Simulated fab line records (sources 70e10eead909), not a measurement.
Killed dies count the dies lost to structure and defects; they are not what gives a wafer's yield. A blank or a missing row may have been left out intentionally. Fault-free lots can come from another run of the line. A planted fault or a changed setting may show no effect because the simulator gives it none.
Chamber matching -- flow nand harc -- 4 sister chambers for NHARC_P_ZERO_WELL_DESCUM_39 on rie diel-02
The step chemistry O2, time 3 s. 16 wafers are shown with their chamber, then 8 later ones without.

## EACH WAFER AND ITS CHAMBER
wafer,chamber,drypump motor current A (A),showerhead plenum p Torr (Torr),oes product au (a.u.)
L177.2,3,5.9,1.79,0.988
L177.5,2,5.1,1.82,0.991
L177.6,1,6.0,1.90,1.002
L182.1,3,5.9,1.79,0.993
L182.2,0,6.2,1.83,1.005
L182.6,0,6.2,1.83,0.996
L183.2,0,6.2,1.83,0.996
L183.3,2,5.1,1.81,1.007
L183.5,3,5.9,1.79,0.994
L184.1,1,5.9,1.89,0.987
L184.4,3,5.9,1.78,0.996
L184.5,2,5.1,1.81,0.998
L185.1,0,6.2,1.83,1.010
L185.3,1,5.9,1.89,0.994
L185.6,1,5.9,1.89,1.000
L193.2,0,6.2,1.82,1.010

SIGNATURES (means of the wafers above)
reading,chamber 0,chamber 1,chamber 2,chamber 3,scatter within a chamber
drypump motor current A,6.200,5.925,5.100,5.900,0.025
showerhead plenum p Torr,1.8280,1.8925,1.8133,1.7875,0.00497
oes product au,1.00340,0.99575,0.99867,0.99275,0.00645
Rule: a wafer lies at a distance from a chamber equal to the root of the sum of squares, over the readings, of (its reading less the chamber's mean, divided by the reading's scatter). If the next closest chamber is less than 2 further off than the closest, the wafer can't be placed; otherwise it belongs to the closest. The scatter: take each reading less its chamber's mean, square it, sum over the shown wafers, divide by the number of wafers less the number of chambers, and take the root.

## WAFERS WITHOUT THEIR CHAMBER
wafer,drypump motor current A (A),showerhead plenum p Torr (Torr),oes product au (a.u.)
L193.5,5.9,1.77,1.013
L193.6,6.2,1.82,1.014
L197.1,6.2,1.82,1.001
L197.2,5.1,1.80,0.993
L197.3,5.9,1.88,1.006
L199.1,5.1,1.80,0.993
L199.5,5.9,1.87,1.011
L199.6,5.1,1.80,0.996

## WHICH CHAMBER EACH WENT THROUGH
wafer,from the rows above,in truth
L193.5,3,3
L193.6,0,0
L197.1,0,0
L197.2,2,2
L197.3,1,1
L199.1,2,2
L199.5,1,1
L199.6,2,2
Correctly placed: 8 of 8. Left unplaced by these rows: 0. Wrongly placed: 0.
